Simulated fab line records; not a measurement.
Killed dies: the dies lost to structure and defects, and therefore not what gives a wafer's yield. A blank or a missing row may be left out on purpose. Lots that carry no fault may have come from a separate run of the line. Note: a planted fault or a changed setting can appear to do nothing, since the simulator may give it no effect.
A struck lot beside a sound one    flow nand harc    15 out of 1302 route steps
Sound: wafers L531.2, L531.3, L531.5. Struck: wafers L521.1, L521.3, L521.6. The cause is named last.
For every step that has rows: the tool of each side, followed by ch and its chambers, followed by its first start. Under that, the readings that differ: sound wafers    struck wafers    difference of the means    sigmas: that difference in standard deviations of wafers without a fault.
alike: a reading whose means differ by less than 2 such deviations, as well as words and numbers matching on both sides. not compared: withheld readings; readings where some wafer has no value; bounds like >300 that might hide an equal value; numbers whose values overlap and for which the record gives no deviation.
The two part at a step that has a row with sigmas, a row that says differs or no value, or rows on one side only. When numbers do not overlap yet have no deviation, they are printed without sigmas and do not part them. A reading missing from all wafers of one side parts the sides only when that side holds two or more wafers.

first, 1 step without rows for these wafers: NHARC_A_ONON_D1_DEP_00 (target thk 1000 nm).
NHARC_A_ONON_D1_THK_MEAS_02: measures by ellipsometry.
  sound on film metro-02 at day 13 20:16; struck on film metro-02 at day 9 16:22
  alike: thk nm
following that, 1 step holds no rows for these wafers, namely NHARC_A_ONON_D1_DEP_03 (target thickness 1000 nm).
NHARC_A_ONON_D1_THK_MEAS_05: measures by ellipsometry.
  sound on film metro-02 at day 13 20:50; struck on film metro-02 at day 9 16:55
  alike: thk nm
following that, 1 step holds no rows for these wafers, namely NHARC_A_ONON_D1_DEP_06 (target thickness 1000 nm).
NHARC_A_ONON_D1_THK_MEAS_08: measures by ellipsometry.
  sound on film metro-02 at day 13 21:24; struck on film metro-01 at day 9 17:29
reading      sound        struck          difference  sigmas
thk nm (nm)  990 991 990  1007 1009 1006  +17         +2
following that, 1 step holds no rows for these wafers, namely NHARC_A_ONON_D1_DEP_09 (target thickness 1000 nm).
NHARC_A_ONON_D1_THK_MEAS_11: measures by ellipsometry.
  sound on film metro-02 at day 13 21:58; struck on film metro-01 at day 9 18:04
  alike: thk nm
following that, 1 step holds no rows for these wafers, namely NHARC_A_ONON_D1_DEP_12 (target thickness 1000 nm).
NHARC_A_ONON_D1_THK_MEAS_14: measures by ellipsometry.
  sound on film metro-01 at day 13 22:32; struck on film metro-02 at day 9 18:38
  alike: thk nm
then, 1 step without rows for these wafers: NHARC_A_ONON_D1_ANNEAL_15 (time 3600 s).
NHARC_A_ONON_D1_DEP_16: target thk 1000 nm.
  sound on pecvd onon-01 ch 0, day 14 05:53; struck on pecvd onon-01 ch 0, day 10 01:56
  alike: n2o flow sccm, sih4 flow sccm
NHARC_A_ONON_D1_THK_MEAS_18: measures by ellipsometry.
  sound on film metro-01 at day 14 06:20; struck on film metro-01 at day 10 02:26
reading      sound         struck          difference  sigmas
thk nm (nm)  998 996 1000  1110 1109 1107  +111        +13
then, 2 steps without rows for these wafers: NHARC_A_ONON_D1_DEP_19 (target thk 1000 nm); NHARC_END_SORT_01.

WHERE THEY PART
Earliest at NHARC_A_ONON_D1_THK_MEAS_08; latest, in this record, at NHARC_A_ONON_D1_THK_MEAS_18.

WHY: what had been put in by the simulator
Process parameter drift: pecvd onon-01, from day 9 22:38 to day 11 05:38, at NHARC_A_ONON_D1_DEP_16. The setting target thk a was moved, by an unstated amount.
